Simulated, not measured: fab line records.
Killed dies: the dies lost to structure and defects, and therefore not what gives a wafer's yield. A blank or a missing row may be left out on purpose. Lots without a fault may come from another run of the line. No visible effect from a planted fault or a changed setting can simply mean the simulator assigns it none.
Lot-split experiment / flow n5 finfet / 21 wafers read across 7 lots, on a route 1938 steps long

== ABOUT THE SPLIT ==
At N5_SDB_COAT_05 (resist thk 90 nm), the setting spin rpm was moved away from the recipe's 1500 rpm on 8 of the 21 wafers read, by -10.2% to +11.1%. The other wafers ran this setting at the recipe's value.

The reading is taken at the split's own step.

== THE READING ==
CAR-ArF_of_SDB_COAT_05.thk nm (the simulator's own value, which no gauge read), in nm, at N5_SDB_COAT_05 (resist thk 90 nm). The file gives no usual value for it. The 13 wafers here that ran the recipe average 90.1 nm, standard deviation 0.23 nm.

wafer=L074.1; tool, chamber at the split=litho track-02, 0; spin rpm as run, rpm=1500; against the recipe=recipe; CAR-ArF_of_SDB_COAT_05.thk nm, nm=90.6; against lot-mates on the recipe=-
wafer=L074.4; tool, chamber at the split=litho track-02, 0; spin rpm as run, rpm=1542; against the recipe=+2.8%; CAR-ArF_of_SDB_COAT_05.thk nm, nm=89.2; against lot-mates on the recipe=-1.4
wafer=L074.5; tool, chamber at the split=litho track-02, 0; spin rpm as run, rpm=1542; against the recipe=+2.8%; CAR-ArF_of_SDB_COAT_05.thk nm, nm=89; against lot-mates on the recipe=-1.6
wafer=L080.1; tool, chamber at the split=litho track-04, 0; spin rpm as run, rpm=1667; against the recipe=+11.1%; CAR-ArF_of_SDB_COAT_05.thk nm, nm=85.4; against lot-mates on the recipe=-4.9
wafer=L080.3; tool, chamber at the split=litho track-04, 0; spin rpm as run, rpm=1500; against the recipe=recipe; CAR-ArF_of_SDB_COAT_05.thk nm, nm=90.4; against lot-mates on the recipe=-
wafer=L080.6; tool, chamber at the split=litho track-04, 0; spin rpm as run, rpm=1500; against the recipe=recipe; CAR-ArF_of_SDB_COAT_05.thk nm, nm=90.2; against lot-mates on the recipe=-
wafer=L084.1; tool, chamber at the split=litho track-03, 0; spin rpm as run, rpm=1500; against the recipe=recipe; CAR-ArF_of_SDB_COAT_05.thk nm, nm=90.2; against lot-mates on the recipe=-
wafer=L084.2; tool, chamber at the split=litho track-03, 0; spin rpm as run, rpm=1644; against the recipe=+9.6%; CAR-ArF_of_SDB_COAT_05.thk nm, nm=86.2; against lot-mates on the recipe=-4.0
wafer=L084.3; tool, chamber at the split=litho track-03, 0; spin rpm as run, rpm=1644; against the recipe=+9.6%; CAR-ArF_of_SDB_COAT_05.thk nm, nm=86.2; against lot-mates on the recipe=-4.0
wafer=L087.2; tool, chamber at the split=litho track-02, 0; spin rpm as run, rpm=1500; against the recipe=recipe; CAR-ArF_of_SDB_COAT_05.thk nm, nm=90.2; against lot-mates on the recipe=-
wafer=L087.3; tool, chamber at the split=litho track-02, 0; spin rpm as run, rpm=1500; against the recipe=recipe; CAR-ArF_of_SDB_COAT_05.thk nm, nm=90.2; against lot-mates on the recipe=-
wafer=L087.6; tool, chamber at the split=litho track-02, 0; spin rpm as run, rpm=1500; against the recipe=recipe; CAR-ArF_of_SDB_COAT_05.thk nm, nm=90.4; against lot-mates on the recipe=-
wafer=L091.1; tool, chamber at the split=litho track-02, 0; spin rpm as run, rpm=1347; against the recipe=-10.2%; CAR-ArF_of_SDB_COAT_05.thk nm, nm=95.2; against lot-mates on the recipe=+5.4
wafer=L091.4; tool, chamber at the split=litho track-02, 0; spin rpm as run, rpm=1347; against the recipe=-10.2%; CAR-ArF_of_SDB_COAT_05.thk nm, nm=94.6; against lot-mates on the recipe=+4.8
wafer=L091.5; tool, chamber at the split=litho track-02, 0; spin rpm as run, rpm=1500; against the recipe=recipe; CAR-ArF_of_SDB_COAT_05.thk nm, nm=89.8; against lot-mates on the recipe=-
wafer=L094.1; tool, chamber at the split=litho track-03, 0; spin rpm as run, rpm=1650; against the recipe=+10.0%; CAR-ArF_of_SDB_COAT_05.thk nm, nm=85.8; against lot-mates on the recipe=-4.1
wafer=L094.3; tool, chamber at the split=litho track-03, 0; spin rpm as run, rpm=1500; against the recipe=recipe; CAR-ArF_of_SDB_COAT_05.thk nm, nm=89.8; against lot-mates on the recipe=-
wafer=L094.5; tool, chamber at the split=litho track-03, 0; spin rpm as run, rpm=1500; against the recipe=recipe; CAR-ArF_of_SDB_COAT_05.thk nm, nm=90; against lot-mates on the recipe=-
wafer=L095.3; tool, chamber at the split=litho track-04, 0; spin rpm as run, rpm=1500; against the recipe=recipe; CAR-ArF_of_SDB_COAT_05.thk nm, nm=90; against lot-mates on the recipe=-
wafer=L095.4; tool, chamber at the split=litho track-04, 0; spin rpm as run, rpm=1500; against the recipe=recipe; CAR-ArF_of_SDB_COAT_05.thk nm, nm=90; against lot-mates on the recipe=-
wafer=L095.6; tool, chamber at the split=litho track-04, 0; spin rpm as run, rpm=1500; against the recipe=recipe; CAR-ArF_of_SDB_COAT_05.thk nm, nm=90; against lot-mates on the recipe=-

FIT RESULTS
A straight line over all 21 wafers: CAR-ArF_of_SDB_COAT_05.thk nm changes by -0.438 nm for each +1% of spin rpm; r = -1.00; the points scatter about the line by 0.25 nm.
The same after taking each lot's own level away (the mean of its wafers on the recipe; 21 wafers): -0.454 nm for each +1%; r = -1.00; scatter 0.24 nm.
On that fit, the largest move of spin rpm shifts the reading by 5.1 nm.
Measured against the standard deviation above, the lots' own levels, which go from 89.80 to 90.60 nm, span 3.5 times it.
Hence the lot-to-lot level has little effect on the slope; both slopes agree.
Check: with one of the wafers moved furthest among these (+11.1%) left out of the fit, the line predicts -4.99 nm for it against its lot-mates. Against them it came out at -4.9 nm.

== FILE'S OWN FIT ==
CAR-ArF_of_SDB_COAT_05.thk nm changes by -0.444 nm for each +1% of spin rpm, r = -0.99.
